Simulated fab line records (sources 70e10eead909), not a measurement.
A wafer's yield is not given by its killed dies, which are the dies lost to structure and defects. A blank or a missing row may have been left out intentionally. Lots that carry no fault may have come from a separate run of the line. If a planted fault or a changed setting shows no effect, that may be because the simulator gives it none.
Which of the tools did it? + flow nand_harc + Sampling: 6 lots, 18 wafers, 5 of 1159 route steps

WHAT THE GAUGES READ, wafer by wafer
NHARC_END_SORT_01.
| lot  | measured     | on        | defect_limited_yield (%) |
|------|--------------|-----------|--------------------------|
| L791 | day 21 02:12 | prober-02 | 95.9 96.3 95.6           |
| L800 | day 23 14:46 | prober-01 | 95.4 94.7 0              |

TOOL THAT RAN EACH LOT (tool first, then ch and the chambers of the sampled wafers, then the start)
| lot  | NHARC_A_M0_PVD_21            | NHARC_A_BONDPAD_PVD_27                  | NHARC_A_BONDPAD_CMP_19        | NHARC_THIN_TSV_ANNEAL_52         |
|------|------------------------------|-----------------------------------------|-------------------------------|----------------------------------|
| L784 | pvd_sputter-02, day 17 19:25 | pvd_sputter-03, day 18 05:33 or earlier | cmp-03 ch 1,2, day 18 05:33   | rtp_anneal-02 ch 0, day 18 22:57 |
| L786 | pvd_sputter-02, day 18 03:14 | pvd_sputter-03, day 18 14:02 or earlier | cmp-02 ch 0,1, day 18 14:02   | rtp_anneal-01 ch 0, day 19 11:07 |
| L788 | pvd_sputter-02, day 18 20:46 | pvd_sputter-03, day 19 06:55 or earlier | cmp-04 ch 0,1,2, day 19 06:55 | rtp_anneal-02 ch 0, day 20 04:23 |
| L791 | pvd_sputter-02, day 19 11:23 | pvd_sputter-02, day 19 21:13 or earlier | cmp-04 ch 2,3, day 19 21:13   | rtp_anneal-02 ch 0, day 20 14:40 |
| L800 | pvd_sputter-02, day 21 23:53 | pvd_sputter-01, day 22 09:50 or earlier | cmp-03 ch 0,1, day 22 09:50   | rtp_anneal-01 ch 0, day 23 04:03 |
| L805 | pvd_sputter-01, day 23 01:31 | pvd_sputter-03, day 23 11:57 or earlier | cmp-04 ch 0,1,2, day 23 11:57 | rtp_anneal-01 ch 0, day 24 02:58 |
- NHARC_A_M0_PVD_21: deposits Cu, target thk 30 nm, time 20.49 s.
- NHARC_A_BONDPAD_PVD_27: deposits Cu, target thk 30 nm, time 20.49 s.
- NHARC_A_BONDPAD_CMP_19: polishes, t overpolish 30 s, cu recess touch 16 s, target thk 169.8 nm.
- NHARC_THIN_TSV_ANNEAL_52: time 90 s.

THE ANSWER, worked out from the rows above alone
Rule: the usual values come from the lots themselves. Put in order of their means at a reading, lots are off if they are a third of the lots or fewer, leave a main group of 4 or more, and stand apart from it by a gap of 3 or more times the standard deviation of the main group's means; of several such gaps the widest counts. Not used: any main group whose means are identical at the precision the tables above print for the reading. Also off: a lot with no number at a reading for which 4 or more lots have one. All remaining lots with rows at the step are treated as sound.
No lot is off at any reading shown: from this, nothing can be told.

WHAT HAD BEEN PUT IN BY THE SIMULATOR
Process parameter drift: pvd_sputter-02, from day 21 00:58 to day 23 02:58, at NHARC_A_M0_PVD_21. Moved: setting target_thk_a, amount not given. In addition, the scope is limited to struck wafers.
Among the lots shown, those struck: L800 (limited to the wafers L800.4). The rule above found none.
